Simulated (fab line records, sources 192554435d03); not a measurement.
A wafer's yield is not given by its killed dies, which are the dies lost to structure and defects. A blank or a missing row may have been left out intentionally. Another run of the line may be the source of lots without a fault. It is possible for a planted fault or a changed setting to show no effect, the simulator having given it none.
fab line records    flow n5_finfet
[record] lots = 10  wafers = 27  last_day = 17
route steps=1938 shown MOL_CONTACT_COAG@549 BEOL_M4@1111 PASSIVATION@1936
lots that met no fault: from a run of the same line without faults
start_h: hours from the record's first day to the start of the lot's first wafer shown    wait_h: hours since the lot's step before    " as in the row above    L1.1+2: one row covering several wafers at once    - no value, or no start was given    * or withheld: withheld    < > ~ a bound
route shown NAME@n: names a module that has steps shown in the file, with the first one's number in the route    usual: mean and standard deviation over wafers with no fault    same: alike in all rows    chamber/n: place in a boat    sites: readings site by site    _std_site: their standard deviation    _edge_site: outer sites' mean less inner sites'    radius_mm: for every site, how far away it sits from the centre of the wafer    mask NAME#n: copy n    behind: the most recent tool/chamber to have shaped the wafer    hold: why the lot went on hold/how many hours it stayed there/how the hold came to an end    device: transistor that didn't switch, given as n, p or np    end of line: the tests these same wafers got at the end of their route    where a step has no rows: the recipe by itself    killed: not the wafer's yield, but the dies lost to structure and defects at the first sort    map: per-die view of a wafer (x killed, . not killed, _ where there is no die)
set.NAME: the setting the step ran with; set.NAME@STEP: the setting that earlier step ran with    model.NAME: the simulator's own value behind a step, which no gauge read
steps of the route over a sample of lots; a table a step, a row a wafer
services: when a tool's chamber went out of use (start_h, in hours from the record's first day, below 0 if earlier), for how many hours, and the reason
[[steps]]
[step N5_MOL_CONTACT_COAG_ANNEAL_113]
[recipe] temp_c = 400  time_s = 300  ambient = H2/N2
[usual] lamp_power_pct = 2.49/0.1  wafer_temp_C_max = 401.6/0.36
lot.wafer  tool           chamber  start_h  wait_h  lamp_power_pct  wafer_temp_C_max
L462.2     rtp_anneal-01  0        88.89    0.5     2.37            401.7
L462.3     "              0        "        "       2.37            401.4
L462.5     "              0        "        "       2.37            401.5
L464.1     rtp_anneal-01  0        103.27   0.3     2.37            401.4
L464.4     "              0        "        "       2.37            401.5
L464.6     "              0        "        "       2.37            401.8
L469.2     rtp_anneal-02  0        134.77   0.5     2.58            401.2
L469.4     "              0        "        "       2.57            401.3
L469.5     "              0        "        "       2.57            401.3
L470.1     rtp_anneal-02  0        140.32   0.4     2.58            401.7
L470.3     "              0        "        "       2.57            401.9
L470.6     "              0        "        "       2.58            401.2
L473.1     rtp_anneal-01  0        161.60   0.3     2.37            401.3
L473.4     "              0        "        "       2.37            401.0
L474.4     rtp_anneal-02  0        165.34   0.5     2.57            402.6
L474.6     "              0        "        "       2.57            401.6
L478.4     rtp_anneal-01  0        194.23   0.5     2.37            401.4
L478.5     "              0        "        "       2.37            401.5
L481.4     rtp_anneal-02  0        205.48   0.5     2.58            401.5
L481.5     "              0        "        "       2.57            400.8
L481.6     "              0        "        "       2.57            401.7
L482.2     rtp_anneal-01  0        213.42   0.5     2.37            401.9
L482.3     "              0        "        "       2.37            401.5
L482.4     "              0        "        "       2.37            401.9
L483.1     rtp_anneal-02  0        218.56   0.5     2.58            401.5
L483.4     "              0        "        "       2.57            401.5
L483.5     "              0        "        "       2.57            402.4
[step N5_MOL_CONTACT_COAG_ALD_131]
[recipe] material = SiO2  target_thk_a = 50  temp_c = 100  ald_precursor_family = BDEAS  ald_co_reactant = O2-plasma  pulse_time_s = 1  co_reactant_pulse_time_s = 1  purge_time_s = 2  co_reactant_purge_time_s = 2  ald_cycles = 35  pressure_torr = 2
[usual] ald_cycles = 35/0  heater_power_w = 82/9.2  precursor_pulse_height_rel = 1.002/0.018
lot.wafer  tool        chamber  start_h  wait_h  ald_cycles  heater_power_w  precursor_pulse_height_rel
L462.2     ald_sin-03  1        95.92    0.1     35          78              1.002
L462.3     "           3        "        "       35          79              1.010
L462.5     "           2        "        "       35          86              1.008
L464.1     ald_sin-01  2        112.57   0.7     35          96              1.010
L464.4     "           1        "        "       35          81              1.003
L464.6     "           3        "        "       35          80              0.974
L469.2     ald_sin-01  1        140.09   0.1     35          82              1.019
L469.4     "           0        "        "       35          71              1.021
L469.5     "           1        "        "       35          84              1.022
L470.1     ald_sin-03  0        146.67   0.1     35          76              1.031
L470.3     "           1        "        "       35          76              1.014
L470.6     "           1        "        "       35          77              1.028
L473.1     ald_sin-01  2        168.16   0.1     35          95              0.980
L473.4     "           1        "        "       47          80              1.021
L474.4     ald_sin-01  2        171.54   0.1     47          98              0.992
L474.6     "           0        "        "       35          72              0.998
L478.4     ald_sin-01  1        201.42   0.1     47          78              0.990
L478.5     "           0        "        "       47          72              1.038
L481.4     ald_sin-03  1        211.03   0.1     35          76              0.997
L481.5     "           3        "        "       35          79              1.007
L481.6     "           2        "        "       35          84              0.986
L482.2     ald_sin-03  1        222.26   1.9     35          80              1.016
L482.3     "           2        "        "       35          86              1.013
L482.4     "           0        "        "       35          78              0.981
L483.1     ald_sin-04  0        226.70   0.1     35          66              1.008
L483.4     "           1        "        "       35          73              0.980
L483.5     "           2        "        "       35          89              0.986
[step N5_MOL_CONTACT_COAG_ETCHBACK_135]
[recipe] chemistry = CHF3  target = SiO2  target_depth_a = 250  time_s = 16.7  ion_energy_ev = 200  pressure_mtorr = 30  source_w = 610  bias_w = 170  Ar_flow_sccm = 200  CHF3_flow_sccm = 50
[usual] drypump_motor_current_A = 5.5/0.5  oes_product_au = 0.79/0.073  rf_fwd_power_W = 598/3.4  rf_vpp_V = 525/6.9  showerhead_plenum_p_Torr = 2.38/0.079  throttle_valve_pct = 18.73/0.24
lot.wafer  tool         chamber  start_h  wait_h  drypump_motor_current_A  oes_product_au  rf_fwd_power_W  rf_hours_counter_h  rf_vpp_V  showerhead_plenum_p_Torr  throttle_valve_pct
L462.2     rie_diel-01  3        96.22    0.0     6.5                      0.91            594             20                  533       2.52                      18.33
L462.3     "            0        "        "       5.6                      0.75            604             183                 528       2.35                      18.86
L462.5     "            3        "        "       6.5                      0.93            591             -                   532       2.52                      18.34
L464.1     rie_diel-03  3        112.94   0.0     5.8                      0.67            595             248                 528       2.43                      19.00
L464.4     "            2        "        "       5.7                      0.72            599             184                 526       2.28                      18.89
L464.6     "            3        "        "       5.8                      0.68            592             -                   527       2.43                      19.01
L469.2     rie_diel-06  3        140.49   0.0     4.9                      0.82            601             65                  531       2.31                      18.31
L469.4     "            2        "        "       5.2                      0.82            597             98                  532       2.30                      18.74
L469.5     "            2        "        "       5.2                      0.82            596             -                   531       2.30                      18.75
L470.1     rie_diel-03  0        147.00   0.0     6.3                      0.71            602             215                 527       2.45                      18.91
L470.3     "            3        "        "       5.8                      0.98            595             4                   527       2.43                      18.61
L470.6     "            1        "        "       4.9                      0.81            596             -                   524       2.32                      18.42
L473.1     rie_diel-06  1        168.47   0.0     5.4                      0.79            602             100                 533       2.41                      18.73
L473.4     "            3        "        "       4.9                      0.82            599             75                  532       2.30                      18.32
L474.4     rie_diel-06  3        171.84   0.0     4.9                      0.81            600             76                  531       2.30                      18.33
L474.6     "            0        "        "       5.1                      0.73            596             -                   514       2.45                      18.94
L478.4     rie_diel-06  1        201.65   0.0     5.4                      0.78            602             -                   532       2.41                      18.74
L478.5     "            2        "        "       5.2                      0.80            598             -                   532       2.29                      18.77
L481.4     rie_diel-06  3        211.33   0.0     4.9                      0.80            597             91                  531       2.30                      18.34
L481.5     "            1        "        "       5.4                      0.78            600             -                   533       2.40                      18.75
L481.6     "            0        "        "       5.1                      0.72            599             -                   510       2.45                      18.94
L482.2     rie_diel-01  3        222.56   0.0     6.5                      0.84            594             67                  532       2.50                      18.41
L482.3     "            0        "        "       5.6                      0.71            603             227                 525       2.34                      18.92
L482.4     "            2        "        "       5.1                      0.77            599             127                 517       2.49                      19.07
L483.1     rie_diel-01  0        227.00   0.0     5.6                      0.72            605             229                 525       2.34                      18.93
L483.4     "            1        "        "       5.7                      0.92            606             24                  512       2.33                      18.51
L483.5     "            2        "        "       5.1                      0.77            594             -                   516       2.49                      19.09
[step N5_MOL_CONTACT_COAG_STRIP_119]
[recipe] chemistry = N2/H2  time_s = 30  power_w = 1000  temp_c = 250  pressure_mtorr = withheld  n2_flow_sccm = 1750  h2_flow_sccm = 3250
[usual] drypump_motor_current_A = 5.7/0.32  heater_power_w = 354/38  n2_flow_sccm = 1750/5
lot.wafer  tool             chamber  start_h  wait_h  drypump_motor_current_A  heater_power_w  n2_flow_sccm  rf_hours_counter_h
L462.2     plasma_asher-01  1        96.44    0.1     6.2                      313             1749          101
L462.3     "                1        "        "       6.2                      320             1747          -
L462.5     "                0        "        "       5.2                      362             1748          -
L464.1     plasma_asher-01  1        113.16   0.1     6.2                      314             1753          103
L464.4     "                1        "        "       6.2                      317             1753          -
L464.6     "                1        "        "       6.2                      318             1749          -
L469.2     plasma_asher-02  0        140.72   0.1     5.9                      322             1752          41
L469.4     "                1        "        "       5.6                      402             1755          -
L469.5     "                1        "        "       5.6                      397             1750          -
L470.1     plasma_asher-02  0        147.22   0.1     5.9                      316             1765          42
L470.3     "                1        "        "       5.6                      413             1748          -
L470.6     "                1        "        "       5.6                      405             1749          -
L473.1     plasma_asher-01  1        168.69   0.1     6.2                      322             1741          114
L473.4     "                1        "        "       6.2                      316             1744          -
L474.4     plasma_asher-02  0        172.08   0.1     5.9                      318             1753          -
L474.6     "                0        "        "       5.9                      319             1746          -
L478.4     plasma_asher-02  1        201.88   0.0     5.6                      414             1754          -
L478.5     "                0        "        "       5.9                      321             1751          -
L481.4     plasma_asher-01  0        211.57   0.1     5.2                      363             1757          -
L481.5     "                0        "        "       5.1                      363             1747          -
L481.6     "                1        "        "       6.2                      320             1753          -
L482.2     plasma_asher-02  1        222.78   0.1     5.6                      408             1753          55
L482.3     "                1        "        "       5.6                      411             1757          -
L482.4     "                0        "        "       5.9                      316             1742          -
L483.1     plasma_asher-01  1        227.22   0.1     6.2                      317             1745          127
L483.4     "                0        "        "       5.2                      365             1761          -
L483.5     "                0        "        "       5.2                      361             1752          -
[step N5_BEOL_M4_RC_MEAS_101]
[usual] DIBL_N = 36.3/1.7  DIBL_P = 36.5/1.8  IOFF_N = 0.16/0.033  IOFF_P = 0.21/0.037  ION_N = 675/11  ION_P = 462/7.9  SS_N = 71.6/0.64  SS_P = 73.3/0.68  VT_N = 249/3.3  VT_P = -250/3.3
lot.wafer  tool       chamber  start_h  wait_h  DIBL_N[mV/V]  DIBL_P[mV/V]  IOFF_N[nA/um]  IOFF_P[nA/um]  ION_N[uA/um]  ION_P[uA/um]  SS_N[mV/dec]  SS_P[mV/dec]  VT_N[mV]  VT_P[mV]
L462.2     prober-01  0        159.47   0.2     35.4          36.0          0.14           0.19           666           457           71.4          73.2          253       -255
L462.3     "          0        "        "       35.3          36.6          0.15           0.20           684           469           71.6          73.9          249       -252
L462.5     "          0        "        "       34.9          36.1          0.15           0.19           678           466           71.6          73.7          253       -252
L464.1     prober-01  0        175.39   0.0     37.0          37.9          0.16           0.23           674           464           71.5          73.7          249       -251
L464.4     "          0        "        "       35.9          36.4          0.14           0.22           669           461           71.1          73.5          251       -250
L464.6     "          0        "        "       36.4          36.4          0.14           0.21           675           471           71.3          73.1          251       -250
L469.2     prober-02  0        198.17   0.2     33.1          32.8          0.11           0.17           665           462           70.6          72.3          255       -253
L469.4     "          0        "        "       34.9          33.6          0.12           0.18           656           455           70.5          71.4          253       -250
L469.5     "          0        "        "       33.9          33.6          0.11           0.18           668           461           70.7          71.8          255       -251
L470.1     prober-02  0        207.58   0.0     37.4          38.4          0.18           0.24           660           460           72.2          73.5          251       -247
L470.3     "          0        "        "       35.1          34.8          0.14           0.18           658           445           71.9          72.8          254       -251
L470.6     "          0        "        "       32.3          33.3          0.11           0.16           657           457           70.5          72.1          255       -254
L473.1     prober-01  0        225.25   0.0     35.8          36.3          0.16           0.20           684           464           71.3          72.9          249       -251
L474.6     prober-02  0        231.80   0.8     35.5          36.4          0.16           0.23           683           475           71.1          73.1          249       -248
L481.4     prober-01  0        267.91   0.5     37.3          36.6          0.16           0.23           678           472           71.4          72.5          254       -245
L481.5     "          0        "        "       36.3          35.8          0.15           0.22           662           460           71.4          73.4          253       -248
L481.6     "          0        "        "       37.3          36.4          0.17           0.23           667           464           71.9          73.5          249       -247
L482.2     prober-02  0        288.09   0.2     33.4          33.1          0.13           0.17           682           465           71.4          72.7          251       -254
L482.3     "          0        "        "       35.3          34.8          0.16           0.19           677           462           71.3          73.6          247       -251
L482.4     "          0        "        "       34.3          33.9          0.14           0.18           672           459           71.9          73.2          250       -252
L483.1     prober-02  0        291.64   0.0     40.0          40.9          0.28           0.27           717           475           72.9          74.6          241       -250
L483.4     "          0        "        "       38.2          38.7          0.23           0.24           695           461           73.1          74.5          242       -249
L483.5     "          0        "        "       37.6          37.9          0.21           0.22           687           459           71.7          73.4          245       -251
[step N5_PASSIVATION_PROBE_49]
[usual] defect_limited_yield = 91.3/1.5  killed_at_M0_to_M3 = 34/9.4  killed_at_M4_up = 13/5.3  killed_at_contacts = 13/5.7  killed_at_front_end = 40/10  killed_at_other = 3.7/2.8  killed_dies = 103/17  killed_on_rim = 13/4.2  killed_open = 67/13  killed_short = 35/8.5  sort_bin_4_leakage = 0.00/0.016  sort_bin_5_function = 5.0/0.98  sort_bin_6_memory = 3.3/0.7  sort_n_pass = 1077/17  sort_yield_pct = 91.3/1.5
[same] gross_dies = 1180  killed_at_back_side = 0  sort_bin_8_speed[%] = 0
lot.wafer  tool       chamber  start_h  wait_h  defect_limited_yield[%]  killed_at_M0_to_M3  killed_at_M4_up  killed_at_contacts  killed_at_front_end  killed_at_other  killed_dies  killed_on_rim  killed_open  killed_short  sort_bin_4_leakage[%]  sort_bin_5_function[%]  sort_bin_6_memory[%]  sort_n_pass  sort_yield_pct[%]
L473.1     prober-02  -        331.64   0.0     90.8                     43                  23               7                   34                   2                109          13             81           28            0                      5.0                     4.2                   1071         90.8
L473.4     prober-02  -        331.79   0.2     10.4                     27                  30               961                 34                   5                1057         139            70           34            0                      86.8                    2.6                   123          10.4
L474.4     prober-01  -        332.72   0.2     9.1                      33                  14               989                 36                   1                1073         135            67           36            0                      87.4                    3.4                   107          9.1
L474.6     prober-01  -        332.82   0.3     90.7                     40                  17               22                  28                   3                110          16             76           26            0                      5.7                     3.1                   1070         90.7
L478.4     prober-02  -        370.23   0.3     10.3                     31                  10               984                 31                   2                1058         136            48           27            0                      87.0                    2.3                   122          10.3
L478.5     prober-02  -        370.28   0.4     10.0                     25                  18               969                 40                   10               1062         134            54           34            0                      86.0                    3.1                   118          10.0
// killed by level:class
L473.1 DUMMY_GATE:geometric_particle:open=11 BEOL_M2:geometric_particle:open=11 BEOL_M0_SAQP:geometric_particle:short=10 STI_FIN_REVEAL:geometric_particle:open=9 BEOL_M0_SAQP:geometric_particle:open=6 MOL_CONTACT_COAG:geometric_particle:open=6 BEOL_M4:geometric_particle:open=6 FIN_SAQP:geometric_particle:short=5
L473.4 MOL_CONTACT_COAG:area_ald=952 BEOL_M4:geometric_particle:open=18 BEOL_M2:geometric_particle:open=8 MOL_CONTACT_COAG:geometric_particle:open=7 BEOL_M0_SAQP:geometric_particle:short=7 FIN_SAQP:geometric_particle:short=6 DUMMY_GATE:geometric_particle:open=6 BEOL_M0_SAQP:geometric_particle:open=6
L474.4 MOL_CONTACT_COAG:area_ald=964 MOL_CONTACT_COAG:geometric_particle:open=20 BEOL_M2:geometric_particle:open=9 BEOL_M0_SAQP:geometric_particle:short=8 STI_FIN_REVEAL:geometric_particle:open=7 FIN_SAQP:geometric_particle:short=5 MOL_CONTACT_COAG:geometric_particle:short=5 BEOL_M3:geometric_particle:open=5
L474.6 MOL_CONTACT_COAG:geometric_particle:open=18 BEOL_M3:geometric_particle:open=12 BEOL_M0_SAQP:geometric_particle:open=10 HKMG_FIN:area_etch=6 FIN_SAQP:geometric_particle:open=4 GATE_CUT:geometric_particle:open=4 MOL_CONTACT_COAG:geometric_particle:short=4 BEOL_M1:geometric_particle:open=4
L478.4 MOL_CONTACT_COAG:area_ald=981 FIN_SAQP:geometric_particle:open=10 BEOL_M0_SAQP:geometric_particle:short=9 DUMMY_GATE:geometric_particle:open=7 BEOL_M0_SAQP:geometric_particle:open=7 BEOL_M3:geometric_particle:open=7 BEOL_M4:geometric_particle:open=7 FIN_SAQP:geometric_particle:short=3
L478.5 MOL_CONTACT_COAG:area_ald=963 BEOL_M0_SAQP:geometric_particle:open=9 HKMG_FIN:area_etch=9 BEOL_M3:geometric_particle:open=7 BEOL_M4:geometric_particle:open=6 FIN_SAQP:geometric_particle:short=5 STI_FIN_REVEAL:geometric_particle:short=4 MOL_CONTACT_COAG:geometric_particle:open=4
[[services]]
tool             chamber  start_h  hours  kind
rie_diel-01      3        68.92    12.7   repair
plasma_asher-02  -        82.43    0.9    repair
ald_sin-04       -        85.25    14.0   pm
rie_diel-06      -        89.79    0.7    repair
ald_sin-04       -        99.25    15.6   pm
ald_sin-04       -        114.85   6.1    pm
ald_sin-01       3        124.75   5.7    repair
ald_sin-01       3        131.07   3.9    repair
ald_sin-01       1        137.73   1.7    repair
rie_diel-03      2        140.46   3.9    repair
ald_sin-01       1        169.45   5.0    repair
ald_sin-01       -        176.97   14.0   pm
ald_sin-01       0        176.97   14.0   vent_cycle
ald_sin-01       1        176.97   14.0   vent_cycle
ald_sin-01       2        176.97   14.0   vent_cycle
ald_sin-01       3        176.97   14.0   vent_cycle
rie_diel-03      0        187.82   10.9   repair
rie_diel-06      0        188.36   17.2   repair
ald_sin-01       0        190.97   -      clean
ald_sin-01       1        190.97   -      clean
ald_sin-01       -        210.29   14.6   pm
rie_diel-03      1        213.27   14.2   repair
rie_diel-03      0        218.88   6.2    repair
ald_sin-04       3        224.90   1.6    repair
[[key]]
[first_sign] step = N5_MOL_CONTACT_COAG_ALD_131  reading = ald_cycles  direction = up  sigmas = 99+  usual = *  struck = *
[effect] step = N5_PASSIVATION_PROBE_49  reading = killed_at_contacts  direction = up  sigmas = 99+  usual = 13  struck = 976
[more_kills_born_at] N5_MOL_CONTACT_COAG_ALD_131@ald_sin-01 = 3860
met_at N5_MOL_CONTACT_COAG_ALD_131
struck_lots L473,L474,L478
struck_wafers L473.4,L474.4,L478.4,L478.5
later_rows_left_out L473.4,L474.4,L478.4,L478.5
not_acting_at N5_MOL_CONTACT_COAG_ANNEAL_113,N5_MOL_CONTACT_COAG_ETCHBACK_135,N5_MOL_CONTACT_COAG_STRIP_119
onset_between 140.09 168.16
[fault] kind = process_parameter_drift  tool = ald_sin-01  chamber = -  onset_h = 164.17  steps = N5_MOL_CONTACT_COAG_ALD_131  channel = ald_cycles  offset = *  shape = step  end_h = 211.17  scope = struck_wafers_only  acts_in = *  stated = *
// later_rows_left_out: the simulator's readings of these wafers behind a module that went badly wrong aren't trusted and aren't shown, but for the sort
